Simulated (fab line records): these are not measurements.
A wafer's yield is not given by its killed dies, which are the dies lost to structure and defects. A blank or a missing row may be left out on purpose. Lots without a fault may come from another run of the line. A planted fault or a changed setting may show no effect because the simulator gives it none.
Code-filled problem report in 8D (eight disciplines) form | flow nand_harc | the parts of the form that need people (team, actions taken, sign-off) are left out

## 1. WHAT IS WRONG
Wafers without a fault read 1.2, standard deviation 1.4; killed_at_other at NHARC_END_SORT_01 reads a mean of 612.5 on 4 wafers belonging to 2 lots. So: +99 or more standard deviations from the usual mean.
First observed at day 32 19:40: wafer L709.3, on prober-01. The record has a number at this step for 27 wafers belonging to 9 lots. Rule for "out", or "out of limits": more than 4 standard deviations from the usual mean. Any other wafer with a number is counted as sound.

## 2. WHAT THIS IS AND IS NOT
question                    | is                                                                                                                  | is not
which readings at this step | killed_at_other, defect_limited_yield, killed_dies, sort_bin_3_pct, sort_n_pass, sort_rim_yield_pct, sort_yield_pct | killed_at_array, killed_at_periphery, killed_open, killed_short, sort_bin_2_pct, sort_bin_4_pct
which lots                  | L708, L709                                                                                                          | L693, L694, L696, L698, L700, L702, L711
which wafers of those lots  | L708.1, L708.3, L709.3, L709.6                                                                                      | L708.4, L709.2
read on which gauges        | prober-01, prober-02                                                                                                | -
when                        | from day 32 19:40                                                                                                   | up to then (19 sound wafers); but 4 sound wafers of L708, L711 came after

## 3. WHAT RULES OUT EACH SUSPECT
Counting: if a tool at a process step up to the reading ran every lot that is out, it stays a suspect. Sound lots after the first of them don't rule it out here, since some wafers of a struck lot are sound.
- the gauge at NHARC_END_SORT_01: ruled out. 2 gauges (prober-01, prober-02) read the wafers that are out.
- plasma_asher-02 at NHARC_THIN_TSV_STRIP_62 (strips in N2/H2, time 20 s): kept. It processed each lot that is out (first: L709, day 32 05:35); up to then, its last sound lot is L702 (day 28 06:25).
- rie_metal-02 at NHARC_THIN_TSV_ETCH_59 (etches the open film in Cl2/BCl3, target depth 880 nm, time 138.1 s): kept. It processed each lot that is out (first: L709, day 32 09:19); up to then, its last sound lot is L700 (day 27 22:49). Out on those wafers are its own readings of oes_product_au.
- Within rie_metal-02 at NHARC_THIN_TSV_ETCH_59, the wafers that are out were processed in chamber 0 and their sound lot-mates in chamber 1.
Remaining after the count are plasma_asher-02 at NHARC_THIN_TSV_STRIP_62 and rie_metal-02 at NHARC_THIN_TSV_ETCH_59.

## 4. THE CAUSE (what the simulator had put in)
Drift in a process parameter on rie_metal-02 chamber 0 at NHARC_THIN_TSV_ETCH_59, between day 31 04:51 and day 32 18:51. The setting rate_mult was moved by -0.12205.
Counting left 2 suspects, and this tool is among them.

## 5. SEQUENCE OF EFFECTS, ordered by route
Each row: a reading whose mean over the struck wafers that have a number lies more than 3 standard deviations from the usual. Only readings whose record carries a usual standard deviation are examined. hours: median over the lots of the time between each lot's start at the first step of this table that gives one and its start at this step. sigmas: the change, counted in usual standard deviations.
hours | step                   | reading              | usual      | on struck wafers | change | sigmas
0     | NHARC_THIN_TSV_ETCH_59 | oes_product_au       | 0.993 a.u. | 0.921            | -0.072 | -4.8
10    | NHARC_END_SORT_01      | defect_limited_yield | 91.5 %     | 1.4              | -90.2  | -36
10    | NHARC_END_SORT_01      | killed_at_other      | 1.2        | 612.5            | +611.3 | +99 or more
10    | NHARC_END_SORT_01      | killed_dies          | 58         | 668              | +610   | +36
10    | NHARC_END_SORT_01      | sort_bin_3_pct       | 0.6 %      | 91.2             | +90.6  | +99 or more
10    | NHARC_END_SORT_01      | sort_n_pass          | 619        | 9                | -610   | -36
10    | NHARC_END_SORT_01      | sort_rim_yield_pct   | 90 %       | 1                | -89    | -18
10    | NHARC_END_SORT_01      | sort_yield_pct       | 91.5 %     | 1.4              | -90.2  | -36
Process steps it contains:
- NHARC_THIN_TSV_ETCH_59: etches the open film in Cl2/BCl3, target depth 880 nm, time 138.1 s.

## 6. HOW IT WOULD HAVE BEEN CAUGHT EARLIER
39 hours passed between the start of the fault at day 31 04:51 and the first reading out of limits at a measuring or inspecting step in this record, taken at day 32 19:40.
Tool's own readings at NHARC_THIN_TSV_ETCH_59, oes_product_au: out on all struck wafers the step has rows for; an alarm limit on them would have tripped on the first.
All the lots that are out (2) had begun NHARC_THIN_TSV_ETCH_59 on rie_metal-02 by day 32 19:40. Tool hold at that time: it would have spared none of them.
